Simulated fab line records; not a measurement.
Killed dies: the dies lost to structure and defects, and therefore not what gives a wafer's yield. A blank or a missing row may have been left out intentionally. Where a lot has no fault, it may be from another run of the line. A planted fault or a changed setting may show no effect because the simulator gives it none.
A lot that was struck, set against a sound lot	flow nand-harc	40 steps out of a route of 1302
Sound: these wafers, L401.1, L401.2, L401.4. Struck: wafer L412.1 (L412.2, L412.3, from the same lot, were not struck and are left out); the cause is given at the end.
At each step with rows: each side's tool, then ch and its chambers, then its first start. Under that, the readings that differ: sound wafers	struck wafers	difference of the means	sigmas: that difference in standard deviations of wafers without a fault.
alike: readings whose means differ by less than 2 such deviations, and words and numbers that are the same on both sides. not compared: withheld readings, readings that some wafer has no value for, bounds like >300 that may hide the same value, and numbers for which the record gives no deviation and whose values overlap.
The two part at a step that has a row with sigmas, a row that says differs or no value, or rows on one side only. Numbers that have no deviation but don't overlap get no sigmas and don't part them. Lack of a reading on every wafer of one side parts them only where that side has two or more wafers.

first, 5 steps without rows for these wafers: NHARC_A_STAIRCASE_SRD_154; NHARC_A_STAIRCASE_ETCH_403 (etches SiO2 in dHF, target depth 108.2 nm); NHARC_A_STAIRCASE_ETCHBACK_422 (etches the open film in CH3F/O2, target depth 40 nm, time 74.286 s); NHARC_A_STAIRCASE_ETCH_423 (etches SiO2 in dHF, target depth 30 nm); NHARC_A_STAIRCASE_ETCHBACK_157 (etches the open film in CH3F/O2, target depth 90 nm, time 167.14 s).
NHARC_A_STAIRCASE_STRIP_475: strips in O2, time 20 s.
  sound on rie-diel-06 ch 0,1,2; struck on rie-diel-01 ch 2
reading	sound	struck	difference	sigmas
rf-hours-counter-h (h)	53 52 51	15	-37	
  alike: drypump-motor-current-A, oes-product-au, rf-vpp-V, showerhead-plenum-p-Torr, throttle-valve-pct
then, 3 steps without rows for these wafers: NHARC_A_STAIRCASE_DEP_471 (deposits SiO2, target thk 100 nm); NHARC_A_STAIRCASE_CMP_472 (polishes SiO2); NHARC_A_STAIRCASE_SRD_474.
NHARC_A_STAIRCASE_INSPECT_155:
  sound on defect-inspect-02 at day 20 13:17; struck on defect-inspect-01 at day 26 08:20
  alike: raw-defect-count
NHARC_A_SGD_CUT_DEP_00: deposits SiNx, target thk 50 nm.
  sound on pecvd-01 ch 0,1,2, day 20 13:21; struck on pecvd-03 ch 0, day 26 08:24
  alike: heater-power-w, susceptor-temp-C
then, 10 steps without rows for these wafers: NHARC_A_SGD_CUT_DEHYDRATE_01 (time 120 s); NHARC_A_SGD_CUT_HMDS_02 (time 30 s); NHARC_A_SGD_CUT_COAT_56 (time 75 s); NHARC_A_SGD_CUT_COAT_57 (time 65 s); NHARC_A_SGD_CUT_COAT_03 (resist thk 90 nm); NHARC_A_SGD_CUT_SOFTBAKE_04 (time 55 s); NHARC_A_SGD_CUT_EBR_05; NHARC_A_SGD_CUT_EXPOSE_06 (exposes mask SGD); NHARC_A_SGD_CUT_PEB_07 (peb time 65 s); NHARC_A_SGD_CUT_DEVELOP_08 (develop time 35 s).
NHARC_A_SGD_CUT_CD_MEAS_09: the cd target is 100 nm.
  sound on cd-sem-02 ch 0, day 20 14:04; struck on cd-sem-03 ch 0, day 26 09:07
  alike: cd-nm
NHARC_A_SGD_CUT_OVL_MEAS_10:
  sound on overlay-02 at day 20 14:10; struck on overlay-02 at day 26 09:13
  alike: overlay-x-nm, overlay-y-nm
NHARC_A_SGD_CUT_INSPECT_11:
  sound on defect-inspect-02 at day 20 14:12; struck on defect-inspect-02 at day 26 09:14
  alike: raw-defect-count
NHARC_A_SGD_CUT_DESCUM_14: chemistry O2, time 3 s.
  sound on rie-diel-11 ch 0,1,3, day 20 14:16; struck on rie-diel-09 ch 3, day 26 09:18
reading	sound	struck	difference	sigmas
rf-hours-counter-h (h)	3 2 3	5	+2	
rf-vpp-V (V)	58.1 55.7 57.2	60.5	+3.5	+4
showerhead-plenum-p-Torr (Torr)	1.86 1.78 1.95	2.06	+0.20	+2
  alike: drypump-motor-current-A, oes-product-au, throttle-valve-pct
then, 2 steps without rows for these wafers: NHARC_A_SGD_CUT_ETCH_58 (etches the open film in CF4, target depth 39 nm, time 65 s); NHARC_A_SGD_CUT_ETCH_59 (etches the open film in N2/H2, target depth 260 nm, time 406.25 s).
NHARC_A_SGD_CUT_ETCH_15: etches the open film in CH3F/O2, target depth 75 nm, time 64.3 s.
  sound on rie-diel-11 ch 1,2,3; struck on rie-diel-09 ch 0
reading	sound	struck	difference	sigmas
rf-hours-counter-h (h)	3 3 3	5	+2	
  alike: ch3f-flow-sccm, drypump-motor-current-A, oes-product-au, rf-vpp-V, showerhead-plenum-p-Torr, throttle-valve-pct
then, 7 steps without rows for these wafers: NHARC_A_SGD_CUT_ETCH_16 (etches the open film in C4F8/O2/Ar, target depth 310.5 nm, time 155.2 s); NHARC_A_SGD_CUT_STRIP_60 (strips in C4F8/O2/Ar); NHARC_A_SGD_CUT_STRIP_17 (strips in O2); NHARC_A_SGD_CUT_PRECLEAN_18 (cleans in SC1); NHARC_A_SGD_CUT_SRD_19; NHARC_A_SGD_CUT_DEP_20 (deposits SiO2, target thk 150 nm); NHARC_A_SGD_CUT_ANNEAL_27 (time 1800 s).
NHARC_A_SGD_CUT_CMP_21: polishes, target thk 148.19 nm.
  sound on cmp-01 ch 0,1,3, day 20 19:58; struck on cmp-03 ch 0, day 26 14:55
  alike: motor-current-A, time-to-endpoint-s
then, 2 steps without rows for these wafers: NHARC_A_SGD_CUT_SRD_23; NHARC_A_SGD_CUT_ETCH_26 (etches SiO2 in dHF, target depth 45.8 nm).
NHARC_A_SGD_CUT_ETCHBACK_24: etches the open film in CH3F/O2, target depth 50 nm, time 92.857 s.
  sound on rie-diel-09 ch 0,2,3, day 20 20:28; struck on rie-diel-13 ch 3, day 26 15:25
reading	sound	struck	difference	sigmas
ch3f-flow-sccm (sccm)	50.10 50.04 50.44	49.85	-0.34	-2
rf-hours-counter-h (h)	7 8 7	6	-1	
  alike: drypump-motor-current-A, oes-product-au, rf-vpp-V, showerhead-plenum-p-Torr, throttle-valve-pct
-- the record jumps here: 5 days lie between the struck wafers' starts before and after (it left off in module A_SGD_CUT and takes up again in module END, whose first step shown is number 1302 of the route) --
NHARC_END_SORT_01:
  only the struck wafers appear in the record here, on prober-02 ch 0 at day 31 12:04; the sound ones have no rows

WHERE THEY PART
At NHARC_A_SGD_CUT_DESCUM_14 first; at NHARC_END_SORT_01 last (within this record only).

WHY: what had been put in by the simulator
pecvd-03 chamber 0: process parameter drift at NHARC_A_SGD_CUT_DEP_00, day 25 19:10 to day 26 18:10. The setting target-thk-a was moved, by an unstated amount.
